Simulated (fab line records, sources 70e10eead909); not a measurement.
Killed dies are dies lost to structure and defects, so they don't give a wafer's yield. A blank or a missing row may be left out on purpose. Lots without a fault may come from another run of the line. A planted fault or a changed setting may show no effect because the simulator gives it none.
fab line records | flow nand_harc
record lots=7 wafers=21 last_day=34
route steps=1302 shown P_CONTACT@248 P_M0@253
lots that met no fault: from a run of the same line without faults
start_h: hours from the record's first day to the start of the lot's first wafer shown | wait_h: hours since the lot's step before | " the same as in the row above | L1.1+2: a row that stands for several wafers | - no value, or no start given | * or withheld: withheld | < > ~ a bound
route shown NAME@n: a module of which the file shows steps, and the number in the route of the first | usual: mean/standard deviation of fault-free wafers | same: alike in all rows | chamber/n: place in a boat | sites: the reading at each site | _std_site: their standard deviation | _edge_site: outer sites' mean less inner sites' | radius_mm: how far each site lies from the wafer's centre | mask NAME#n: copy n | behind: the tool/chamber that last shaped the wafer | hold: why the lot was held/for how many hours/how that ended | device: the transistor (n, p or np) that didn't switch | end of line: the same wafers' tests at the end of the route | a step without rows: its recipe alone | killed: dies lost to structure and defects at the first sort, not the wafer's yield | map: a wafer's dies, x killed, . not, _ none there
set.NAME: the setting as run; set.NAME@STEP: as run at that earlier step | model.NAME: the simulator's own value behind a step, which no gauge read
lots at some steps of the route; a table a step, a row a wafer
services: from which hour (start_h, from the record's first day; less than 0 if before it) a tool's chamber was out of use, for how many hours, and why
## steps
# step NHARC_P_CONTACT_CVD_23
# recipe target_thk_a=2000 temp_c=300 pressure_torr=40 wf6_flow_sccm=40 h2_flow_sccm=1600 ar_flow_sccm=1560 time_s=557 material=W
# usual heater_power_w=509/75 throttle_valve_pct=8.06/0.26
# same time_s=557
# columns lot.wafer tool chamber start_h wait_h heater_power_w throttle_valve_pct
L985.1 cvd_w-02 0 - - 406 8.07
L985.3 " 1 " " 480 8.33
L985.4 " 0 " " 405 8.24
L989.1 cvd_w-01 1 - - 616 7.72
L989.3 " 1 " " 612 7.64
L989.4 " 0 " " 558 7.81
L990.2 cvd_w-01 0 - - 569 7.84
L990.4 " 1 " " 620 7.76
L990.6 " 1 " " 613 7.76
L992.1 cvd_w-01 1 - - 614 7.62
L992.2 " 0 " " 553 7.98
L992.3 " 1 " " 605 7.80
L998.1 cvd_w-02 1 - - 477 8.13
L998.2 " 0 " " 413 7.92
L998.5 " 0 " " 416 8.03
L102.1 cvd_w-02 1 - - 471 8.34
L102.4 " 1 " " 463 8.26
L102.6 " 1 " " 471 8.40
L103.1 cvd_w-01 0 - - 554 7.97
L103.3 " 0 " " 574 8.41
L103.6 " 1 " " 616 8.12
# step NHARC_P_CONTACT_CMP_24
# recipe t_overpolish_s=30 target_thk_nm=200
# usual motor_current_A=11.4/1.2 overpolish_run_s=29.999/0.01 time_to_endpoint_s=42/3.4
# columns lot.wafer tool chamber start_h wait_h motor_current_A overpolish_run_s time_to_endpoint_s
L985.3 cmp-03 2 170.90 0.4 11.4 29.998 49
L985.1 " 3 " " 11.5 29.990 47
L985.4 " 0 " " 10.8 29.991 45
L989.4 cmp-03 3 211.20 0.3 11.3 29.997 40
L989.1 " 1 " " 10.1 30.013 39
L989.3 " 2 " " 11.4 30.002 42
L990.4 cmp-01 2 219.81 0.4 12.1 29.995 36
L990.2 " 1 " " 12.2 29.999 38
L990.6 " 3 " " 10.5 30.009 41
L992.3 cmp-03 1 234.53 0.4 9.1 30.004 44
L992.1 " 2 " " 11.8 30.007 47
L992.2 " 3 " " 11.5 29.990 45
L998.1 cmp-02 2 300.24 0.6 12.4 29.997 39
L998.2 " 0 " " 11.9 30.010 36
L998.5 " 1 " " 15.0 30.003 35
L102.1 cmp-03 2 344.84 0.5 11.1 30.011 46
L102.4 " 3 " " 11.8 30.009 46
L102.6 " 3 " " 11.2 29.999 45
L103.3 cmp-03 3 353.87 0.4 11.7 29.997 45
L103.1 " 0 " " 11.2 29.998 40
L103.6 " 2 " " 10.7 29.988 40
# step NHARC_P_CONTACT_SRD_26
# step NHARC_P_CONTACT_INSPECT_27
# usual raw_defect_count=298/100
# columns lot.wafer tool chamber start_h wait_h raw_defect_count
L985.1 defect_inspect-01 - 171.30 0.1 371
L985.3 " - " " 531
L985.4 " - " " 296
L989.1 defect_inspect-02 - 211.60 0.1 280
L989.3 " - " " 372
L989.4 " - " " 274
L990.2 defect_inspect-02 - 220.22 0.1 251
L990.4 " - " " 277
L990.6 " - " " 223
L992.1 defect_inspect-02 - 234.94 0.1 216
L992.2 " - " " 186
L992.3 " - " " 195
L998.1 defect_inspect-02 - 300.62 0.1 184
L998.2 " - " " 251
L998.5 " - " " 380
L102.1 defect_inspect-02 - 345.24 0.1 401
L102.4 " - " " 394
L102.6 " - " " 317
L103.1 defect_inspect-01 - 354.22 0.1 234
L103.3 " - " " 462
L103.6 " - " " 237
# step NHARC_P_M0_DEP_00
# recipe target_thk_a=1500 target_thk_nm=150 temp_c=withheld pressure_torr=5 flow_sccm=200 rf_w=600 material=SiOC
# step NHARC_P_M0_DEHYDRATE_01
# recipe temp_c=150 time_s=120
# step NHARC_P_M0_HMDS_02
# recipe time_s=30
# step NHARC_P_M0_COAT_33
# recipe temp_c=200 time_s=65
# step NHARC_P_M0_COAT_03
# recipe spin_rpm=1500 resist_thk_nm=90
# step NHARC_P_M0_SOFTBAKE_04
# recipe temp_c=105 time_s=55
# step NHARC_P_M0_EBR_05
# step NHARC_P_M0_EXPOSE_06
# recipe na=1.35 target_cd_nm=90 dose_mj=81.28 mask_id=P_M0
# usual exposure_dose_mJ_cm2=81.20/0.084 focus_offset_nm=0.0/0.5
# columns lot.wafer tool chamber start_h wait_h mask exposure_dose_mJ_cm2 focus_offset_nm
L985.1 arfi_scanner-01 0 171.93 - P_M0#0 81.33 -0.1
L985.3 " 0 " " P_M0#0 81.14 -0.3
L985.4 " 0 " " P_M0#0 81.20 0.5
L989.1 arfi_scanner-03 - 212.36 - P_M0#0 - -
L989.3 " - " " P_M0#0 - -
L989.4 " - " " P_M0#0 - -
L990.2 arfi_scanner-01 - 220.99 - P_M0#0 - -
L990.4 " - " " P_M0#0 - -
L990.6 " - " " P_M0#0 - -
L992.1 arfi_scanner-02 - 235.70 - P_M0#0 - -
L992.2 " - " " P_M0#0 - -
L992.3 " - " " P_M0#0 - -
L998.1 arfi_scanner-03 0 301.26 - P_M0#0 81.25 0.1
L998.2 " 0 " " P_M0#0 81.24 -0.1
L998.5 " 0 " " P_M0#0 81.05 -0.1
L102.1 arfi_scanner-02 0 346.03 - P_M0#0 81.19 -0.6
L102.4 " 0 " " P_M0#0 81.25 -0.9
L102.6 " 0 " " P_M0#0 81.32 -0.9
L103.1 arfi_scanner-03 0 354.98 - P_M0#0 81.20 1.1
L103.3 " 0 " " P_M0#0 81.21 -0.6
L103.6 " 0 " " P_M0#0 81.19 0.1
# step NHARC_P_M0_PEB_07
# recipe peb_temp_c=100 peb_time_s=65
## services
# columns tool chamber start_h hours kind
cvd_w-02 1 159.99 1.3 repair
cmp-03 - 162.00 4.0 pm
cmp-03 - 169.17 0.4 repair
arfi_scanner-01 - 172.49 0.9 repair
arfi_scanner-03 - 177.47 1.9 repair
arfi_scanner-02 - 178.98 1.8 repair
cmp-03 - 184.28 2.4 repair
cvd_w-01 - 185.00 13.0 pm
arfi_scanner-02 - 189.35 4.6 repair
arfi_scanner-03 - 196.00 4.0 pm
cvd_w-01 - 198.10 1.4 repair
arfi_scanner-01 - 202.76 10.5 repair
cmp-03 - 219.67 0.4 repair
arfi_scanner-02 - 224.74 0.7 repair
arfi_scanner-03 - 226.37 9.8 repair
arfi_scanner-01 - 252.00 4.0 pm
cmp-03 - 260.00 4.0 pm
cvd_w-02 - 269.00 13.0 pm
cmp-03 - 269.42 0.6 repair
cmp-03 - 296.70 0.9 repair
arfi_scanner-03 - 299.66 1.2 repair
cvd_w-02 0 305.89 15.5 repair
arfi_scanner-03 - 322.77 0.5 repair
cmp-03 - 323.31 5.0 repair
## key
first_sign step=NHARC_P_M0_EXPOSE_06 reading=tool_record direction=missing
effect none on later readings
met_at NHARC_P_M0_EXPOSE_06
struck_wafers L989.1,L989.3,L989.4,L990.2,L990.4,L990.6,L992.1,L992.2,L992.3
later_rows_left_out L989.1,L989.3,L989.4,L990.2,L990.4,L990.6,L992.1,L992.2,L992.3
sort_left_out L989.1,L989.3,L989.4,L990.2,L990.4,L990.6,L992.1,L992.2,L992.3
onset_between 171.93 212.36
fault kind=skipped_step_whole tool=arfi_scanner-01,arfi_scanner-02,arfi_scanner-03 chamber=- onset_h=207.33 steps=NHARC_P_M0_EXPOSE_06 scope=struck_lots_only
# sort_left_out: the simulated sort isn't trusted on such a fault, so these wafers' sort isn't shown, and their yield isn't known
# later_rows_left_out: the simulator's readings of these wafers behind a module that went badly wrong aren't trusted and aren't shown, but for the sort
